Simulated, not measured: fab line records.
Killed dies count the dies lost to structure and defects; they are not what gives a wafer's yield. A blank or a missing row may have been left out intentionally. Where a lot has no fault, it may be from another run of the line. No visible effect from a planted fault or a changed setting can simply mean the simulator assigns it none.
Which tool was responsible? | flow nand harc | 24 lots with 72 wafers sampled at 4 steps, on a route of 1159 steps

## WHAT THE GAUGES SHOWED, per wafer
NHARC_P_M1_CD_MEAS_09 targets a cd of 130 nm.
lot  | measured     | on        | cd nm (nm)
L074 | day 6 03:32  | cd sem-03 | 129.6 129.8 129.5
L075 | day 6 14:19  | cd sem-02 | 130.7 131.0 130.9
L076 | day 6 15:43  | cd sem-03 | 130.6 130.8 130.9
L077 | day 6 16:04  | cd sem-03 | 131.1 131.5 130.9
L079 | day 7 02:48  | cd sem-01 | 130.8 129.9 130.1
L078 | day 7 03:52  | cd sem-02 | 130.1 129.9 130.3
L080 | day 7 10:06  | cd sem-02 | 130.3 130.1 130.1
L081 | day 7 10:52  | cd sem-01 | 131.4 130.7 130.2
L082 | day 8 00:24  | cd sem-01 | 129.2 129.0 129.3
L083 | day 8 00:59  | cd sem-02 | 130.3 128.8 130.2
L085 | day 8 17:09  | cd sem-03 | 130.0 130.4 129.9
L084 | day 8 16:09  | cd sem-03 | 131.3 130.9 130.1
L086 | day 9 06:06  | cd sem-01 | 130.6 129.8 131.5
L087 | day 9 07:08  | cd sem-01 | 130.3 129.7 130.3
L088 | day 9 12:47  | cd sem-02 | 129.9 129.9 130.4
L089 | day 9 17:17  | cd sem-03 | 130.6 130.3 129.2
L090 | day 9 17:34  | cd sem-02 | 128.3 129.6 129.3
L091 | day 10 02:50 | cd sem-01 | 131.3 131.6 131.0
L092 | day 10 03:44 | cd sem-02 | 130.9 129.7 131.2
L093 | day 10 14:19 | cd sem-01 | 130.3 130.2 129.9
L094 | day 10 15:56 | cd sem-02 | 130.5 130.4 129.9
L095 | day 11 03:37 | cd sem-02 | 130.3 129.6 130.7
L097 | day 11 12:22 | cd sem-03 | 131.0 130.2 130.2
L096 | day 11 17:09 | cd sem-03 | 130.5 130.8 130.1

## WHAT TOOL EACH LOT RAN ON (gives the tool, then ch and the chambers of the sampled wafers, and finally the start)
lot  | NHARC_P_GATE_HM_DEP_102       | NHARC_P_GATE_ETCH_114                         | NHARC_P_GATE_DESCUM_61
L074 | acl dep-01 ch 0, day 4 11:04  | rie diel-04 ch 0,1,3, day 5 02:07 or earlier  | rie diel-04 ch 0,2, day 5 02:07
L075 | acl dep-03 ch 0, day 4 20:11  | rie diel-02 ch 1,3, day 5 11:19 or earlier    | rie diel-04 ch 0,1, day 5 11:19
L076 | acl dep-02 ch 0, day 5 04:13  | rie diel-04 ch 1,2,3, day 5 19:23 or earlier  | rie diel-02 ch 0,1,3, day 5 19:23
L077 | acl dep-02 ch 0, day 5 04:46  | rie diel-12 ch 0,1,2, day 5 20:14 or earlier  | rie diel-12 ch 0,3, day 5 20:14
L079 | acl dep-03 ch 0, day 5 17:18  | rie diel-12 ch 1,3, day 6 08:24 or earlier    | rie diel-12 ch 0,1,2, day 6 08:24
L078 | acl dep-03 ch 0, day 5 18:09  | rie diel-02 ch 0,1,3, day 6 09:17 or earlier  | rie diel-04 ch 1,2, day 6 09:17
L080 | acl dep-03 ch 0, day 6 04:18  | rie diel-02 ch 0,1, day 6 19:26 or earlier    | rie diel-04 ch 1,3, day 6 19:26
L081 | acl dep-03 ch 0, day 6 05:03  | rie diel-04 ch 1,2,3, day 6 20:02 or earlier  | rie diel-04 ch 1,2, day 6 20:02
L082 | acl dep-03 ch 0, day 6 15:34  | rie diel-04 ch 0,2,3, day 7 07:02 or earlier  | rie diel-02 ch 0,1,2, day 7 07:02
L083 | acl dep-03 ch 0, day 6 16:19  | rie diel-12 ch 0,1, day 7 07:46 or earlier    | rie diel-04 ch 0,2, day 7 07:46
L085 | acl dep-03 ch 0, day 7 04:26  | rie diel-04 ch 1,2,3, day 7 20:14 or earlier  | rie diel-04 ch 1,2,3, day 7 20:14
L084 | acl dep-01 ch 0, day 7 04:29  | rie diel-02 ch 1,2, day 7 20:31 or earlier    | rie diel-04 ch 0,2,3, day 7 20:31
L086 | acl dep-01 ch 0, day 7 21:23  | rie diel-02 ch 0,1,2, day 8 12:40 or earlier  | rie diel-12 ch 1,2,3, day 8 12:40
L087 | acl dep-01 ch 0, day 7 22:07  | rie diel-04 ch 1,2,3, day 8 13:36 or earlier  | rie diel-04 ch 2,3, day 8 13:36
L088 | acl dep-03 ch 0, day 8 03:41  | rie diel-02 ch 0,2, day 8 19:29 or earlier    | rie diel-02 ch 1,3, day 8 19:29
L089 | acl dep-03 ch 0, day 8 08:16  | rie diel-04 ch 0,1,2, day 8 23:38 or earlier  | rie diel-02 ch 1,2,3, day 8 23:38
L090 | acl dep-03 ch 0, day 8 08:53  | rie diel-12 ch 1,2, day 9 00:10 or earlier    | rie diel-02 ch 0,1,2, day 9 00:10
L091 | acl dep-03 ch 0, day 8 21:24  | rie diel-02 ch 0,1,2, day 9 12:26 or earlier  | rie diel-04 ch 0,1,3, day 9 12:26
L092 | acl dep-03 ch 0, day 8 22:08  | rie diel-12 ch 0,3, day 9 13:13 or earlier    | rie diel-04 ch 0,1,3, day 9 13:13
L093 | acl dep-03 ch 0, day 9 08:53  | rie diel-04 ch 0,2,3, day 9 23:53 or earlier  | rie diel-12 ch 1,2,3, day 9 23:53
L094 | acl dep-03 ch 0, day 9 09:37  | rie diel-02 ch 0,1,3, day 10 01:22 or earlier | rie diel-12 ch 0,1,2, day 10 01:22
L095 | acl dep-03 ch 0, day 9 21:28  | rie diel-12 ch 0,1,2, day 10 12:49 or earlier | rie diel-02 ch 0,2,3, day 10 12:49
L097 | acl dep-01 ch 0, day 10 05:10 | rie diel-04 ch 1,2, day 10 21:17 or earlier   | rie diel-02 ch 1,2,3, day 10 21:17
L096 | acl dep-02 ch 0, day 10 05:38 | rie diel-12 ch 0,2,3, day 10 21:08 or earlier | rie diel-02 ch 1,3, day 10 21:08
- NHARC_P_GATE_HM_DEP_102: deposits aC, target thk 120 nm.
- NHARC_P_GATE_ETCH_114: etches the open film in CF4/O2, target depth 30 nm, overetch 3 nm, time 16.5 s.
- NHARC_P_GATE_DESCUM_61: chemistry O2, time 3 s.

## WHAT THE TOOLS THEMSELVES READ (means of the sampled wafers that have a number; where no wafer has one, the mark that the record gives instead)
NHARC_P_GATE_HM_DEP_102.
lot  | tool       | throttle valve pct (%)
L074 | acl dep-01 | 34.997
L075 | acl dep-03 | 35.012
L076 | acl dep-02 | 35.005
L077 | acl dep-02 | 35.006
L079 | acl dep-03 | 34.998
L078 | acl dep-03 | 34.999
L080 | acl dep-03 | 35.005
L081 | acl dep-03 | 34.992
L082 | acl dep-03 | 34.997
L083 | acl dep-03 | 34.996
L085 | acl dep-03 | 34.994
L084 | acl dep-01 | 34.999
L086 | acl dep-01 | 34.994
L087 | acl dep-01 | 35.003
L088 | acl dep-03 | 35.005
L089 | acl dep-03 | 34.995
L090 | acl dep-03 | 35.003
L091 | acl dep-03 | 34.996
L092 | acl dep-03 | 35.009
L093 | acl dep-03 | 35.006
L094 | acl dep-03 | 35.002
L095 | acl dep-03 | 35.003
L097 | acl dep-01 | 34.994
L096 | acl dep-02 | 35.005

NHARC_P_GATE_ETCH_114.
lot  | tool        | drypump motor current A (A) | oes product au (a.u.) | rf vpp V (V) | showerhead plenum p Torr (Torr) | throttle valve pct (%)
L074 | rie diel-04 | 5.3                         | 1.002                 | 197.6        | 1.33                            | 13.397
L075 | rie diel-02 | 5.4                         | 0.995                 | 198.0        | 1.36                            | 13.398
L076 | rie diel-04 | 5.3                         | 0.997                 | 197.1        | 1.32                            | 13.408
L077 | rie diel-12 | 5.1                         | 1.005                 | 198.3        | 1.36                            | 13.403
L079 | rie diel-12 | 5.7                         | 1.003                 | 197.2        | 1.33                            | 13.386
L078 | rie diel-02 | 5.6                         | 0.997                 | 198.2        | 1.35                            | 13.398
L080 | rie diel-02 | 5.8                         | 0.991                 | 198.4        | 1.34                            | 13.391
L081 | rie diel-04 | 5.3                         | 1.005                 | 197.3        | 1.32                            | 13.392
L082 | rie diel-04 | 5.5                         | 1.008                 | 197.5        | 1.32                            | 13.396
L083 | rie diel-12 | 5.2                         | 0.993                 | 198.4        | 1.36                            | 13.393
L085 | rie diel-04 | 5.3                         | 1.015                 | 197.5        | 1.32                            | 13.394
L084 | rie diel-02 | 5.4                         | 1.003                 | 197.6        | 1.33                            | 13.400
L086 | rie diel-02 | 5.5                         | 1.012                 | 197.0        | 1.32                            | 13.401
L087 | rie diel-04 | 5.3                         | 1.011                 | 197.4        | 1.32                            | 13.392
L088 | rie diel-02 | 5.4                         | 1.010                 | 196.1        | 1.28                            | 13.397
L089 | rie diel-04 | 5.4                         | 1.003                 | 198.4        | 1.34                            | 13.400
L090 | rie diel-12 | 5.0                         | 0.998                 | 198.5        | 1.34                            | 13.399
L091 | rie diel-02 | 5.6                         | 1.008                 | 197.6        | 1.31                            | 13.397
L092 | rie diel-12 | 5.7                         | 0.998                 | 197.2        | 1.32                            | 13.406
L093 | rie diel-04 | 5.5                         | 0.992                 | 197.8        | 1.32                            | 13.398
L094 | rie diel-02 | 5.6                         | 1.015                 | 196.9        | 1.34                            | 13.394
L095 | rie diel-12 | 5.1                         | 1.009                 | 198.3        | 1.35                            | 13.392
L097 | rie diel-04 | 5.2                         | 1.009                 | 196.6        | 1.33                            | 13.401
L096 | rie diel-12 | 5.6                         | 1.009                 | 196.6        | 1.31                            | 13.391

NHARC_P_GATE_DESCUM_61.
lot  | tool        | drypump motor current A (A) | oes product au (a.u.) | rf vpp V (V) | showerhead plenum p Torr (Torr) | throttle valve pct (%)
L074 | rie diel-04 | 5.7                         | 0.998                 | 57.9         | 1.92                            | 11.312
L075 | rie diel-04 | 5.1                         | 0.998                 | 58.5         | 1.93                            | 11.309
L076 | rie diel-02 | 5.6                         | 1.007                 | 57.5         | 1.94                            | 11.314
L077 | rie diel-12 | 5.7                         | 1.002                 | 57.4         | 1.89                            | 11.318
L079 | rie diel-12 | 5.1                         | 0.999                 | 57.7         | 1.94                            | 11.306
L078 | rie diel-04 | 5.6                         | 1.003                 | 57.2         | 1.92                            | 11.316
L080 | rie diel-04 | 5.2                         | 1.003                 | 58.3         | 1.87                            | 11.308
L081 | rie diel-04 | 5.2                         | 1.007                 | 57.7         | 1.92                            | 11.303
L082 | rie diel-02 | 5.6                         | 1.001                 | 57.5         | 1.88                            | 11.310
L083 | rie diel-04 | 5.7                         | 0.988                 | 58.3         | 1.92                            | 11.305
L085 | rie diel-04 | 5.3                         | 1.010                 | 58.1         | 1.89                            | 11.310
L084 | rie diel-04 | 5.5                         | 1.009                 | 57.7         | 1.89                            | 11.299
L086 | rie diel-12 | 5.4                         | 1.003                 | 57.7         | 1.91                            | 11.314
L087 | rie diel-04 | 5.4                         | 1.010                 | 58.0         | 1.86                            | 11.301
L088 | rie diel-02 | 5.5                         | 1.008                 | 57.6         | 1.95                            | 11.305
L089 | rie diel-02 | 5.4                         | 1.003                 | 57.2         | 1.89                            | 11.308
L090 | rie diel-02 | 5.5                         | 1.010                 | 57.5         | 1.88                            | 11.308
L091 | rie diel-04 | 5.3                         | 0.995                 | 58.1         | 1.89                            | 11.313
L092 | rie diel-04 | 5.2                         | 1.003                 | 57.4         | 1.89                            | 11.314
L093 | rie diel-12 | 5.3                         | 1.001                 | 56.7         | 1.91                            | 11.305
L094 | rie diel-12 | 5.1                         | 1.015                 | 57.6         | 1.94                            | 11.307
L095 | rie diel-02 | 5.5                         | 0.998                 | 57.4         | 1.86                            | 11.315
L097 | rie diel-02 | 5.4                         | 1.003                 | 58.8         | 1.88                            | 11.315
L096 | rie diel-02 | 5.4                         | 1.008                 | 58.0         | 1.93                            | 11.301

## THE ANSWER, worked out from the rows above alone
Rule: usual is defined by the lots themselves. The widest of any qualifying gaps counts: lots, ordered by their means at a reading, are off when they make up no more than a third of the lots, leave a main group of 4 or more, and stand apart from it by 3 or more times the standard deviation of that group's means. The tables above print the reading to a certain number of digits; a main group whose means all agree to those digits is not used. A lot without any number at a reading at which 4 lots or more have one is off too. Where the step has rows for the other lots, those lots are counted as sound. The gauges are gone through in route order, then the tools' own readings, and for those a lot's mean is taken as printed above. The first step at which some lot is off is used, and at that step the reading that is off furthest; a lot without a number counts as furthest.
Nothing can be told from this: no lot is off at any reading shown.

## WHAT WAS PUT IN BY THE SIMULATOR
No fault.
